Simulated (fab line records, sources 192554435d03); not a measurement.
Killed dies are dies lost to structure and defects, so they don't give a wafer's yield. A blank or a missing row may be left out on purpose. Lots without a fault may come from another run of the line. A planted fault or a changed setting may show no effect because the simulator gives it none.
Problem report in the 8D (eight disciplines) form, filled by code | flow n5_finfet | the parts of the form that need people (team, actions taken, sign-off) are left out

1. THE PROBLEM
killed_at_front_end at N5_PASSIVATION_PROBE_49 reads a mean of 118 on 6 wafers of 2 lots; wafers without a fault read 39 with a standard deviation of 12. That is +6.6 standard deviations from the usual mean.
First seen on wafer L646.3, day 14 19:07, on prober-01. The record holds 6 wafers of 2 lots with a number at this step. Rule for "out", or "out of limits": more than 4 standard deviations from the usual mean. The other wafers with a number count as sound.

2. WHAT IT IS AND WHAT IT IS NOT
question                    | is                     | is not
which readings at this step | killed_at_front_end    | killed_at_M0_to_M3, killed_at_M4_up, killed_at_contacts, killed_at_other, killed_open, killed_short, sort_bin_6_memory
which lots                  | L646, L647             | -
which wafers of those lots  | all that have a number | -
read on which tools         | prober-01              | -
when                        | from day 14 19:07      | up to then (0 sound wafers)

3. SUSPECTS, AND WHAT RULES EACH OUT
Counting: a tool at a process step up to the reading stays a suspect if it ran every lot that is out and no sound lot after the first of them.
- ald_metal-02 at N5_HKMG_FIN_ALD_71 (deposits TiN, target thk 1 nm, pulse time 1 s, purge time 3 s): kept. It ran every lot that is out, first L646 (day 6 19:31), and no sound lot after that.
- prober-01 at N5_PASSIVATION_PROBE_49: kept. It ran every lot that is out, first L646 (day 14 19:07), and no sound lot after that. Its own readings are out on those wafers: killed_at_front_end.
Left after counting: ald_metal-02 at N5_HKMG_FIN_ALD_71, prober-01 at N5_PASSIVATION_PROBE_49.

4. THE CAUSE (what the simulator had put in)
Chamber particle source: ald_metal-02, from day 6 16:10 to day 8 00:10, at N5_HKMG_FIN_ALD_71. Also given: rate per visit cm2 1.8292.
Counting left 2 suspects, and this tool is among them.

5. THE CHAIN OF EFFECTS, in route order
Each row: a reading whose mean over the struck wafers that have a number lies more than 3 standard deviations from the usual. Only readings for which the record gives a usual standard deviation are gone through. hours: the time from each lot's start at the first step in this table that gives one to its start at this step, as a median over the lots. sigmas: the change in usual standard deviations.
hours | step                    | reading              | usual  | on struck wafers | change | sigmas
0     | N5_PASSIVATION_PROBE_49 | defect_limited_yield | 91.6 % | 85.1             | -6.5   | -4.1
0     | N5_PASSIVATION_PROBE_49 | killed_at_front_end  | 39     | 118              | +79    | +6.6
0     | N5_PASSIVATION_PROBE_49 | killed_dies          | 100    | 176              | +76    | +4.0
0     | N5_PASSIVATION_PROBE_49 | killed_on_rim        | 13     | 26               | +13    | +3.1
0     | N5_PASSIVATION_PROBE_49 | sort_bin_5_function  | 5.0 %  | 8.7              | +3.7   | +3.3
0     | N5_PASSIVATION_PROBE_49 | sort_n_pass          | 1080   | 1004             | -76    | -4.2
0     | N5_PASSIVATION_PROBE_49 | sort_yield_pct       | 91.6 % | 85.1             | -6.5   | -4.1
The process steps in it:
- N5_PASSIVATION_PROBE_49

6. WHAT WOULD HAVE CAUGHT IT SOONER
In this record the first reading out of limits was taken at day 14 19:07, 195 hours after the fault began at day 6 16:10.
Of the tool readings at N5_HKMG_FIN_ALD_71 for which the record gives a usual standard deviation, none was out on any struck wafer, so an alarm limit of 4 standard deviations on them would not have fired.
All the lots that are out (2) had begun N5_HKMG_FIN_ALD_71 on ald_metal-02 by day 14 19:07. A hold on the tool at that time would have spared none of them.
